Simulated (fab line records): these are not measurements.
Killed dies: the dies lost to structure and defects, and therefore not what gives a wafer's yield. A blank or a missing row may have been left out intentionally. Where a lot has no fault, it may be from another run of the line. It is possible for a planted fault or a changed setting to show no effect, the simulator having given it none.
The tool behind it: which one? | flow nand-harc | Sampling: 23 lots, 69 wafers, 6 of 1302 route steps

WHAT THE GAUGES SHOWED, per wafer
The record holds no reading of a measuring or inspecting step that can be judged against a usual standard deviation.

WHICH TOOL RAN EACH LOT (tool, then ch and the chambers of the sampled wafers, then the start)
lot  | NHARC_A_STAIRCASE_TRIM_189                    | NHARC_A_STAIRCASE_ETCH_192                    | NHARC_A_STAIRCASE_TRIM_220         | NHARC_A_STAIRCASE_TRIM_222     | NHARC_A_STAIRCASE_ETCH_236     | NHARC_A_STAIRCASE_STRIP_274
L075 | rie-diel-06 ch 1,2,3, day 16 03:50 or earlier | rie-diel-06 ch 1,3, day 16 03:50 or earlier   | rie-diel-06 ch 0,1,3, day 16 03:50 | rie-diel-06 ch 1,3, no start   | rie-diel-13 ch 0,2, no start   | rie-diel-06 ch 0,2, no start
L074 | rie-diel-06 ch 0,2, day 16 11:15 or earlier   | rie-diel-06 ch 0,2,3, day 16 11:15 or earlier | rie-diel-09 ch 2,3, day 16 11:15   | rie-diel-09 ch 0,1,2, no start | rie-diel-09 ch 1,3, no start   | rie-diel-09 ch 1,2,3, no start
L076 | rie-diel-13 ch 2,3, day 16 23:17 or earlier   | rie-diel-13 ch 0,3, day 16 23:17 or earlier   | rie-diel-06 ch 0,1,3, day 16 23:17 | rie-diel-06 ch 0,2,3, no start | rie-diel-13 ch 2,3, no start   | rie-diel-09 ch 0,1,2, no start
L077 | rie-diel-06 ch 0,2,3, day 17 06:49 or earlier | rie-diel-06 ch 0,2,3, day 17 06:49 or earlier | rie-diel-06 ch 0,1,3, day 17 06:49 | rie-diel-06 ch 1,2, no start   | rie-diel-13 ch 1,3, no start   | rie-diel-13 ch 0,2,3, no start
L078 | rie-diel-09 ch 0,1,2, day 17 19:30 or earlier | rie-diel-09 ch 0,2,3, day 17 19:30 or earlier | rie-diel-13 ch 0,2,3, day 17 19:30 | rie-diel-13 ch 0,2,3, no start | rie-diel-06 ch 0,1,3, no start | rie-diel-06 ch 1,2,3, no start
L079 | rie-diel-09 ch 2,3, day 17 20:02 or earlier   | rie-diel-09 ch 2,3, day 17 20:02 or earlier   | rie-diel-06 ch 0,3, day 17 20:02   | rie-diel-06 ch 2,3, no start   | rie-diel-06 ch 1,2,3, no start | rie-diel-06 ch 0,2, no start
L081 | rie-diel-06 ch 0,1,3, day 19 02:16 or earlier | rie-diel-06 ch 1,2,3, day 19 02:16 or earlier | rie-diel-09 ch 0,2,3, day 19 02:16 | rie-diel-09 ch 0,1,3, no start | rie-diel-06 ch 0,2,3, no start | rie-diel-09 ch 0,1,2, no start
L080 | rie-diel-06 ch 1,2,3, day 19 02:51 or earlier | rie-diel-06 ch 0,2,3, day 19 02:51 or earlier | rie-diel-09 ch 0,2,3, day 19 02:51 | rie-diel-09 ch 0,1,3, no start | rie-diel-06 ch 0,1,2, no start | rie-diel-13 ch 1,2,3, no start
L082 | rie-diel-13 ch 0,1, day 19 15:41 or earlier   | rie-diel-13 ch 1,2, day 19 15:41 or earlier   | rie-diel-09 ch 0,1, day 19 15:41   | rie-diel-09 ch 0,1,3, no start | rie-diel-09 ch 1,2, no start   | rie-diel-13 ch 1,2, no start
L084 | rie-diel-13 ch 0,1,3, day 20 10:54 or earlier | rie-diel-13 ch 0,1,3, day 20 10:54 or earlier | rie-diel-06 ch 0,1,2, day 20 10:54 | rie-diel-06 ch 2,3, no start   | rie-diel-09 ch 0,1,2, no start | rie-diel-09 ch 1,3, no start
L085 | rie-diel-13 ch 0,1,2, day 20 16:31 or earlier | rie-diel-13 ch 0,1,2, day 20 16:31 or earlier | rie-diel-06 ch 0,2,3, day 20 16:31 | rie-diel-06 ch 0,2,3, no start | rie-diel-06 ch 0,1,2, no start | rie-diel-06 ch 0,1,3, no start
L086 | rie-diel-09 ch 0,1,2, day 20 21:43 or earlier | rie-diel-09 ch 0,3, day 20 21:43 or earlier   | rie-diel-06 ch 1,2, day 20 21:43   | rie-diel-06 ch 1,2,3, no start | rie-diel-06 ch 0,1,2, no start | rie-diel-13 ch 0,1,2, no start
L089 | rie-diel-06 ch 0,1,2, day 21 22:56 or earlier | rie-diel-06 ch 0,1,3, day 21 22:56 or earlier | rie-diel-13 ch 0,1,2, day 21 22:56 | rie-diel-13 ch 0,1,3, no start | rie-diel-06 ch 0,1,3, no start | rie-diel-06 ch 1,2,3, no start
L088 | rie-diel-13 ch 0,1,3, day 21 23:41 or earlier | rie-diel-13 ch 0,3, day 21 23:41 or earlier   | rie-diel-06 ch 0,1,3, day 21 23:41 | rie-diel-06 ch 0,1, no start   | rie-diel-13 ch 1,2, no start   | rie-diel-13 ch 0,2,3, no start
L087 | rie-diel-06 ch 0,2,3, day 22 12:28 or earlier | rie-diel-06 ch 1,2, day 22 12:28 or earlier   | rie-diel-13 ch 1,2, day 22 12:28   | rie-diel-13 ch 0,1, no start   | rie-diel-13 ch 1,2,3, no start | rie-diel-06 ch 0,2,3, no start
L090 | rie-diel-13 ch 0,1, day 22 19:21 or earlier   | rie-diel-13 ch 0,2,3, day 22 19:21 or earlier | rie-diel-09 ch 0,1,3, day 22 19:21 | rie-diel-09 ch 1,2, no start   | rie-diel-06 ch 0,2,3, no start | rie-diel-13 ch 0,3, no start
L091 | rie-diel-09 ch 0,1,2, day 23 08:10 or earlier | rie-diel-09 ch 2,3, day 23 08:10 or earlier   | rie-diel-13 ch 0,2, day 23 08:10   | rie-diel-13 ch 0,1,2, no start | rie-diel-13 ch 1,2,3, no start | rie-diel-13 ch 1,2,3, no start
L092 | rie-diel-13 ch 1,2, day 23 18:58 or earlier   | rie-diel-13 ch 0,2,3, day 23 18:58 or earlier | rie-diel-06 ch 0,1,2, day 23 18:58 | rie-diel-06 ch 0,1,2, no start | rie-diel-09 ch 0,2,3, no start | rie-diel-06 ch 0,1,2, no start
L093 | rie-diel-13 ch 2,3, day 24 12:55 or earlier   | rie-diel-13 ch 1,2,3, day 24 12:55 or earlier | rie-diel-06 ch 0,1, day 24 12:55   | rie-diel-06 ch 0,1,2, no start | rie-diel-09 ch 1,3, no start   | rie-diel-06 ch 1,2, no start
L094 | rie-diel-13 ch 1,2,3, day 24 13:04 or earlier | rie-diel-13 ch 1,3, day 24 13:04 or earlier   | rie-diel-09 ch 0,1,3, day 24 13:04 | rie-diel-09 ch 0,2,3, no start | rie-diel-09 ch 0,1,2, no start | rie-diel-13 ch 0,1,3, no start
L095 | rie-diel-09 ch 0,2,3, day 24 18:52 or earlier | rie-diel-09 ch 2,3, day 24 18:52 or earlier   | rie-diel-06 ch 0,1,2, day 24 18:52 | rie-diel-06 ch 0,2, no start   | rie-diel-09 ch 1,3, no start   | rie-diel-09 ch 0,2,3, no start
L097 | rie-diel-06 ch 0,1,3, day 25 08:33 or earlier | rie-diel-06 ch 0,1,2, day 25 08:33 or earlier | rie-diel-09 ch 1,2,3, day 25 08:33 | rie-diel-09 ch 0,1,3, no start | rie-diel-13 ch 0,2,3, no start | rie-diel-13 ch 0,1,3, no start
L096 | rie-diel-13 ch 0,1, day 25 10:27 or earlier   | rie-diel-13 ch 0,1, day 25 10:27 or earlier   | rie-diel-06 ch 1,2,3, day 25 10:27 | rie-diel-06 ch 0,1, no start   | rie-diel-06 ch 1,2, no start   | rie-diel-09 ch 0,1,2, no start
- NHARC_A_STAIRCASE_TRIM_189: chemistry O2, time 211.2 s.
- NHARC_A_STAIRCASE_ETCH_192: etches the open film in C4F8/O2, target depth 100 nm, time 40.5 s.
- NHARC_A_STAIRCASE_TRIM_220: chemistry O2, time 211.2 s.
- NHARC_A_STAIRCASE_TRIM_222: chemistry O2, time 211.2 s.
- NHARC_A_STAIRCASE_ETCH_236: etches the open film in C4F8/O2, target depth 100 nm, time 40.5 s.
- NHARC_A_STAIRCASE_STRIP_274: strips in O2.

AS READ BY THE TOOLS THEMSELVES (means over the sampled wafers that have a number; for cases with no such wafer, the mark the record gives instead)
NHARC_A_STAIRCASE_TRIM_189. Usual: drypump-motor-current-A 5.7 A, standard deviation 0.47; oes-product-au 1.000 a.u., standard deviation 0.014; rf-vpp-V 57.9 V, standard deviation 0.94; showerhead-plenum-p-Torr 3.58 Torr, standard deviation 0.16; throttle-valve-pct 17.036 %, standard deviation 0.0081.
lot  | tool        | drypump-motor-current-A (A) | oes-product-au (a.u.) | rf-vpp-V (V) | showerhead-plenum-p-Torr (Torr) | throttle-valve-pct (%) | flag
L075 | rie-diel-06 | 5.3                         | 1.004                 | 56.2         | 3.52                            | 17.039                 |
L074 | rie-diel-06 | 5.7                         | 0.992                 | 58.2         | 3.43                            | 17.035                 |
L076 | rie-diel-13 | 5.6                         | 0.997                 | 58.2         | 3.70                            | 17.038                 |
L077 | rie-diel-06 | 5.5                         | 0.988                 | 57.4         | 3.39                            | 17.033                 |
L078 | rie-diel-09 | 5.6                         | 1.009                 | 57.7         | 3.51                            | 17.030                 |
L079 | rie-diel-09 | 5.1                         | 1.007                 | 58.0         | 3.34                            | 17.034                 |
L081 | rie-diel-06 | 5.4                         | 0.993                 | 58.0         | 3.51                            | 17.039                 |
L080 | rie-diel-06 | 5.3                         | 0.998                 | 58.6         | 3.51                            | 17.035                 |
L082 | rie-diel-13 | 6.2                         | 1.000                 | 57.9         | 3.64                            | 17.039                 |
L084 | rie-diel-13 | 6.1                         | 0.991                 | 58.2         | 3.68                            | 17.046                 |
L085 | rie-diel-13 | 6.0                         | 0.999                 | 57.6         | 3.64                            | 17.042                 |
L086 | rie-diel-09 | 5.6                         | 1.005                 | 58.0         | 3.50                            | 17.038                 |
L089 | rie-diel-06 | 5.7                         | 1.019                 | 57.4         | 3.53                            | 17.035                 |
L088 | rie-diel-13 | 6.1                         | 1.004                 | 59.4         | 3.68                            | 17.037                 |
L087 | rie-diel-06 | 5.5                         | 1.000                 | 57.0         | 3.37                            | 17.037                 |
L090 | rie-diel-13 | 6.3                         | 1.004                 | 57.4         | 3.62                            | 17.038                 |
L091 | rie-diel-09 | 5.6                         | 0.993                 | 58.6         | 3.67                            | 17.031                 |
L092 | rie-diel-13 | 6.1                         | 1.006                 | 57.4         | 3.62                            | 17.037                 |
L093 | rie-diel-13 | 5.7                         | 0.997                 | 58.8         | 3.72                            | 17.037                 |
L094 | rie-diel-13 | 5.9                         | 0.994                 | 58.2         | 3.67                            | 17.040                 |
L095 | rie-diel-09 | 5.3                         | 0.979                 | 59.1         | 3.66                            | 17.025                 |
L097 | rie-diel-06 | 5.4                         | 1.004                 | 57.8         | 3.48                            | 17.039                 |
L096 | rie-diel-13 | 6.3                         | 1.018                 | 57.8         | 3.61                            | 17.032                 |

NHARC_A_STAIRCASE_ETCH_192. Usual: oes-product-au 0.943 a.u., standard deviation 0.013; rf-vpp-V 898 V, standard deviation 6.
lot  | tool        | oes-product-au (a.u.) | rf-vpp-V (V) | flag
L075 | rie-diel-06 | 0.944                 | 895          |
L074 | rie-diel-06 | 0.943                 | 892          |
L076 | rie-diel-13 | 0.945                 | 904          |
L077 | rie-diel-06 | 0.941                 | 891          |
L078 | rie-diel-09 | 0.945                 | 895          |
L079 | rie-diel-09 | 0.943                 | 892          |
L081 | rie-diel-06 | 0.931                 | 895          |
L080 | rie-diel-06 | 0.929                 | 891          |
L082 | rie-diel-13 | 0.937                 | 900          |
L084 | rie-diel-13 | 0.948                 | 903          |
L085 | rie-diel-13 | 0.944                 | 900          |
L086 | rie-diel-09 | 0.949                 | 901          |
L089 | rie-diel-06 | 0.951                 | 894          |
L088 | rie-diel-13 | 0.935                 | 902          |
L087 | rie-diel-06 | 0.955                 | 896          |
L090 | rie-diel-13 | 0.944                 | 902          |
L091 | rie-diel-09 | 0.935                 | 898          |
L092 | rie-diel-13 | 0.948                 | 901          |
L093 | rie-diel-13 | 0.936                 | 902          |
L094 | rie-diel-13 | 0.942                 | 900          |
L095 | rie-diel-09 | 0.937                 | 901          |
L097 | rie-diel-06 | 0.948                 | 894          |
L096 | rie-diel-13 | 0.964                 | 900          |

NHARC_A_STAIRCASE_TRIM_220. Usual: drypump-motor-current-A 5.5 A, standard deviation 0.43; oes-product-au 0.999 a.u., standard deviation 0.015; rf-vpp-V 57.7 V, standard deviation 0.96; showerhead-plenum-p-Torr 3.53 Torr, standard deviation 0.18; throttle-valve-pct 17.037 %, standard deviation 0.0087.
lot  | tool        | drypump-motor-current-A (A) | oes-product-au (a.u.) | rf-vpp-V (V) | showerhead-plenum-p-Torr (Torr) | throttle-valve-pct (%) | flag
L075 | rie-diel-06 | 5.4                         | 0.993                 | 58.3         | 3.52                            | 17.038                 |
L074 | rie-diel-09 | 5.1                         | 0.994                 | 56.8         | 3.42                            | 17.039                 |
L076 | rie-diel-06 | 5.4                         | 0.991                 | 57.5         | 3.51                            | 17.034                 |
L077 | rie-diel-06 | 5.4                         | 0.991                 | 58.1         | 3.51                            | 17.038                 |
L078 | rie-diel-13 | 5.8                         | 0.998                 | 57.4         | 3.70                            | 17.044                 |
L079 | rie-diel-06 | 5.2                         | 0.981                 | 57.7         | 3.36                            | 17.044                 |
L081 | rie-diel-09 | 5.3                         | 0.999                 | 56.8         | 3.50                            | 17.030                 |
L080 | rie-diel-09 | 5.3                         | 1.003                 | 57.5         | 3.50                            | 17.044                 |
L082 | rie-diel-09 | 6.0                         | 0.994                 | 58.3         | 3.58                            | 17.046                 |
L084 | rie-diel-06 | 5.7                         | 1.017                 | 58.0         | 3.54                            | 17.040                 |
L085 | rie-diel-06 | 5.5                         | 1.000                 | 57.5         | 3.38                            | 17.035                 |
L086 | rie-diel-06 | 5.5                         | 1.006                 | 58.8         | 3.66                            | 17.035                 |
L089 | rie-diel-13 | 5.9                         | 1.002                 | 57.8         | 3.63                            | 17.031                 |
L088 | rie-diel-06 | 5.4                         | 0.997                 | 57.3         | 3.49                            | 17.039                 |
L087 | rie-diel-13 | 6.1                         | 1.007                 | 57.8         | 3.62                            | 17.044                 |
L090 | rie-diel-09 | 5.7                         | 0.995                 | 58.1         | 3.56                            | 17.042                 |
L091 | rie-diel-13 | 5.8                         | 1.018                 | 58.2         | 3.62                            | 17.032                 |
L092 | rie-diel-06 | 5.7                         | 1.007                 | 57.9         | 3.52                            | 17.038                 |
L093 | rie-diel-06 | 5.6                         | 1.024                 | 58.4         | 3.64                            | 17.042                 |
L094 | rie-diel-09 | 5.7                         | 0.996                 | 58.5         | 3.55                            | 17.035                 |
L095 | rie-diel-06 | 5.7                         | 1.007                 | 57.3         | 3.52                            | 17.039                 |
L097 | rie-diel-09 | 5.5                         | 1.004                 | 57.4         | 3.57                            | 17.048                 |
L096 | rie-diel-06 | 5.3                         | 0.992                 | 58.0         | 3.48                            | 17.036                 |

NHARC_A_STAIRCASE_TRIM_222. Usual: drypump-motor-current-A 5.6 A, standard deviation 0.45; oes-product-au 1.001 a.u., standard deviation 0.015; rf-vpp-V 57.7 V, standard deviation 0.97; showerhead-plenum-p-Torr 3.54 Torr, standard deviation 0.17; throttle-valve-pct 17.035 %, standard deviation 0.0076.
lot  | tool        | drypump-motor-current-A (A) | oes-product-au (a.u.) | rf-vpp-V (V) | showerhead-plenum-p-Torr (Torr) | throttle-valve-pct (%) | flag
L075 | rie-diel-06 | 5.2                         | 1.013                 | 57.8         | 3.64                            | 17.038                 |
L074 | rie-diel-09 | 5.6                         | 1.007                 | 56.9         | 3.52                            | 17.033                 |
L076 | rie-diel-06 | 5.5                         | 0.998                 | 57.7         | 3.39                            | 17.036                 |
L077 | rie-diel-06 | 5.5                         | 1.003                 | 58.1         | 3.55                            | 17.045                 |
L078 | rie-diel-13 | 5.8                         | 0.997                 | 58.3         | 3.70                            | 17.038                 |
L079 | rie-diel-06 | 5.0                         | 0.986                 | 57.5         | 3.36                            | 17.035                 |
L081 | rie-diel-09 | 5.7                         | 0.992                 | 58.3         | 3.57                            | 17.042                 |
L080 | rie-diel-09 | 5.7                         | 1.000                 | 58.0         | 3.57                            | 17.035                 |
L082 | rie-diel-09 | 5.7                         | 0.984                 | 57.2         | 3.57                            | 17.034                 |
L084 | rie-diel-06 | 5.1                         | 0.984                 | 57.5         | 3.35                            | 17.031                 |
L085 | rie-diel-06 | 5.4                         | 0.996                 | 57.3         | 3.38                            | 17.031                 |
L086 | rie-diel-06 | 5.3                         | 1.004                 | 57.7         | 3.50                            | 17.029                 |
L089 | rie-diel-13 | 6.1                         | 1.002                 | 58.8         | 3.68                            | 17.030                 |
L088 | rie-diel-06 | 5.6                         | 1.020                 | 57.3         | 3.65                            | 17.035                 |
L087 | rie-diel-13 | 6.3                         | 1.005                 | 58.7         | 3.62                            | 17.035                 |
L090 | rie-diel-09 | 5.8                         | 1.005                 | 57.9         | 3.59                            | 17.036                 |
L091 | rie-diel-13 | 6.0                         | 1.005                 | 57.9         | 3.62                            | 17.035                 |
L092 | rie-diel-06 | 5.6                         | 1.025                 | 57.3         | 3.52                            | 17.030                 |
L093 | rie-diel-06 | 5.7                         | 1.006                 | 56.9         | 3.52                            | 17.033                 |
L094 | rie-diel-09 | 5.3                         | 0.985                 | 58.4         | 3.66                            | 17.040                 |
L095 | rie-diel-06 | 5.9                         | 1.012                 | 56.9         | 3.39                            | 17.036                 |
L097 | rie-diel-09 | 5.7                         | 0.997                 | 57.5         | 3.55                            | 17.030                 |
L096 | rie-diel-06 | 5.6                         | 1.016                 | 58.4         | 3.63                            | 17.036                 |

NHARC_A_STAIRCASE_ETCH_236. Usual: oes-product-au 0.942 a.u., standard deviation 0.015; rf-vpp-V 897 V, standard deviation 6.3.
lot  | tool        | oes-product-au (a.u.) | rf-vpp-V (V) | flag
L075 | rie-diel-13 | 0.932                 | 901          |
L074 | rie-diel-09 | 0.931                 | 896          |
L076 | rie-diel-13 | 0.932                 | 904          |
L077 | rie-diel-13 | 0.948                 | 904          |
L078 | rie-diel-06 | 0.943                 | 895          |
L079 | rie-diel-06 | 0.932                 | 895          |
L081 | rie-diel-06 | 0.935                 | 891          |
L080 | rie-diel-06 | 0.952                 | 896          |
L082 | rie-diel-09 | 0.938                 | 890          |
L084 | rie-diel-09 | 0.943                 | 895          |
L085 | rie-diel-06 | 0.951                 | 896          |
L086 | rie-diel-06 | 0.957                 | 895          |
L089 | rie-diel-06 | 0.943                 | 895          |
L088 | rie-diel-13 | 0.937                 | 899          |
L087 | rie-diel-13 | 0.938                 | 901          |
L090 | rie-diel-06 | 0.935                 | 890          |
L091 | rie-diel-13 | 0.926                 | 902          |
L092 | rie-diel-09 | 0.934                 | 902          |
L093 | rie-diel-09 | 0.949                 | 894          |
L094 | rie-diel-09 | 0.936                 | 901          |
L095 | rie-diel-09 | 0.939                 | 894          |
L097 | rie-diel-13 | 0.963                 | 901          |
L096 | rie-diel-06 | 0.958                 | 899          |

NHARC_A_STAIRCASE_STRIP_274. Usual: drypump-motor-current-A 5.7 A, standard deviation 0.46; oes-product-au 1.000 a.u., standard deviation 0.014; rf-vpp-V 57.9 V, standard deviation 0.96; showerhead-plenum-p-Torr 3.56 Torr, standard deviation 0.16; throttle-valve-pct 17.036 %, standard deviation 0.0082.
lot  | tool        | drypump-motor-current-A (A) | oes-product-au (a.u.) | rf-vpp-V (V) | showerhead-plenum-p-Torr (Torr) | throttle-valve-pct (%) | flag
L075 | rie-diel-06 | 5.9                         | 0.997                 | 58.2         | 3.42                            | 17.038                 |
L074 | rie-diel-09 | 5.5                         | 1.000                 | 57.5         | 3.42                            | 17.036                 |
L076 | rie-diel-09 | 5.6                         | 1.008                 | 57.7         | 3.51                            | 17.039                 |
L077 | rie-diel-13 | 5.8                         | 0.990                 | 58.0         | 3.70                            | 17.033                 |
L078 | rie-diel-06 | 5.3                         | 0.998                 | 57.6         | 3.51                            | 17.034                 |
L079 | rie-diel-06 | 5.8                         | 1.001                 | 57.5         | 3.42                            | 17.030                 |
L081 | rie-diel-09 | 5.6                         | 1.000                 | 57.9         | 3.51                            | 17.033                 |
L080 | rie-diel-13 | 5.9                         | 1.002                 | 57.7         | 3.69                            | 17.037                 |
L082 | rie-diel-13 | 6.1                         | 0.994                 | 57.8         | 3.63                            | 17.046                 |
L084 | rie-diel-09 | 5.8                         | 0.999                 | 57.7         | 3.48                            | 17.038                 |
L085 | rie-diel-06 | 5.4                         | 1.001                 | 57.6         | 3.50                            | 17.033                 |
L086 | rie-diel-13 | 5.9                         | 1.000                 | 57.7         | 3.63                            | 17.027                 |
L089 | rie-diel-06 | 5.2                         | 1.009                 | 57.6         | 3.50                            | 17.033                 |
L088 | rie-diel-13 | 5.8                         | 0.999                 | 58.1         | 3.68                            | 17.038                 |
L087 | rie-diel-06 | 5.5                         | 0.991                 | 57.0         | 3.37                            | 17.042                 |
L090 | rie-diel-13 | 6.0                         | 1.009                 | 58.5         | 3.68                            | 17.039                 |
L091 | rie-diel-13 | 5.9                         | 0.998                 | 57.3         | 3.67                            | 17.040                 |
L092 | rie-diel-06 | 5.7                         | 1.021                 | 57.5         | 3.52                            | 17.029                 |
L093 | rie-diel-06 | 5.5                         | 1.004                 | 57.7         | 3.52                            | 17.041                 |
L094 | rie-diel-13 | 6.1                         | 1.011                 | 58.7         | 3.67                            | 17.030                 |
L095 | rie-diel-09 | 5.3                         | 0.990                 | 58.9         | 3.65                            | 17.034                 |
L097 | rie-diel-13 | 6.1                         | 1.009                 | 57.6         | 3.66                            | 17.034                 |
L096 | rie-diel-09 | 5.6                         | 1.000                 | 57.8         | 3.66                            | 17.033                 |

THE ANSWER, worked out from the rows above alone
Rule: take the mean of a lot's wafers that have a number; if it is more than 3 standard deviations from the usual mean, the lot is off. A lot without any number at a reading at which 4 lots or more have one is off too. Any other lot the step has rows for is counted as sound. The gauges are gone through in route order, then the tools' own readings, and for those a lot's mean is taken as printed above. The first step at which some lot is off is used, and at that step the reading that is off furthest; a lot without a number counts as furthest.
No lot is off on any of the readings shown, so nothing can be concluded from this.

WHAT THE SIMULATOR HAD INSERTED
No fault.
